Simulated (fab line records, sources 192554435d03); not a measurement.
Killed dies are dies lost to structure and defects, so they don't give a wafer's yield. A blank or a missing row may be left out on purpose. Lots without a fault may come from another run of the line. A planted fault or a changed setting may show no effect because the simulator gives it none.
One fault seen from 3 desks | flow n5_finfet | each desk has only its own numbers; what lay behind them comes last

THE METROLOGY DESK
What the gauges read, lot by lot, whatever tool the lot ran on: means of the sampled wafers that have a number. A lot is out of limits, marked OUT, if its mean lies more than 4 standard deviations from the usual mean; the brackets give that distance. Of its 12 readings 7 are shown: those that lie furthest out on some lot.
Columns: A = cd_nm at N5_BEOL_M3_CD_MEAS_11, usual 17.09 nm; B = M3_OVL at N5_BEOL_M3_OVL_MEAS_12, usual -0.1 nm; C = DIBL_P at N5_BEOL_M4_RC_MEAS_101, usual 35.9 mV/V; D = ION_N at N5_BEOL_M4_RC_MEAS_101, usual 672 uA/um; E = ION_P at N5_BEOL_M4_RC_MEAS_101, usual 461 uA/um; F = SS_N at N5_BEOL_M4_RC_MEAS_101, usual 71.4 mV/dec; G = VT_N at N5_BEOL_M4_RC_MEAS_101, usual 249.3 mV
lot  | first seen here | A     | B    | C    | D   | E   | F    | G
L189 | day 8 12:31     | 17.04 | 0.1  | 35.7 | 671 | 457 | 72.1 | 250.1
L193 | day 9 01:22     | 17.18 | 0.1  | 34.7 | 669 | 459 | 71.2 | 250.0
L194 | day 9 14:38     | 17.20 | -0.2 | 35.9 | 667 | 462 | 70.8 | 251.7
L200 | day 11 07:49    | 16.77 | -1.0 | 34.3 | 662 | 452 | 72.0 | 251.1
L206 | day 12 17:11    | 17.10 | 0.6  | 35.9 | 684 | 466 | 71.4 | 248.1
This desk's finding: nothing out of limits on any of the 5 lots.

THE TOOL OWNER'S DESK: rie_diel-02
The tool's own readings at N5_BEOL_M3_ETCH_64 (etches SOC in N2/H2, target depth 75 nm, overetch 15 nm, time 112.5 s): means of the sampled wafers that have a number, for each lot that ran on this tool. A lot is out of limits, marked OUT, if its mean lies more than 4 standard deviations from the usual mean; the brackets give that distance.
Columns: A = drypump_motor_current_A at N5_BEOL_M3_ETCH_64, usual 5.8 A; B = n2_flow_sccm at N5_BEOL_M3_ETCH_64, usual 200.0 sccm; C = oes_product_au at N5_BEOL_M3_ETCH_64, usual 0.62 a.u.; D = rf_vpp_V at N5_BEOL_M3_ETCH_64, usual 524.9 V; E = showerhead_plenum_p_Torr at N5_BEOL_M3_ETCH_64, usual 2.58 Torr; F = throttle_valve_pct at N5_BEOL_M3_ETCH_64, usual 17.77 %
lot  | first seen here | A   | B     | C    | D     | E    | F
L194 | day 9 14:50     | 6.1 | 200.0 | 0.66 | 525.1 | 2.61 | 17.81
L200 | day 11 08:01    | 6.6 | 199.6 | 0.69 | 526.6 | 2.70 | 17.72
This desk's finding: nothing out of limits on any of the 2 lots.

THE DEFECT DESK
What the inspections along the route counted, lot by lot: means of the sampled wafers that have a number. A lot is out of limits, marked OUT, if its mean lies more than 4 standard deviations from the usual mean; the brackets give that distance.
Columns: A = raw_defect_count at N5_BEOL_M3_INSPECT_13, usual 394
lot  | first seen here | A
L189 | day 8 12:37     | 349
L193 | day 9 01:28     | 339
L194 | day 9 14:44     | 435
L200 | day 11 07:55    | 336
L206 | day 12 17:16    | 329
This desk's finding: nothing out of limits on any of the 5 lots.

PUT TOGETHER
The metrology desk saw nothing out of limits.
The tool owner's desk saw nothing out of limits.
The defect desk saw nothing out of limits.

WHAT THE SIMULATOR HAD PUT IN
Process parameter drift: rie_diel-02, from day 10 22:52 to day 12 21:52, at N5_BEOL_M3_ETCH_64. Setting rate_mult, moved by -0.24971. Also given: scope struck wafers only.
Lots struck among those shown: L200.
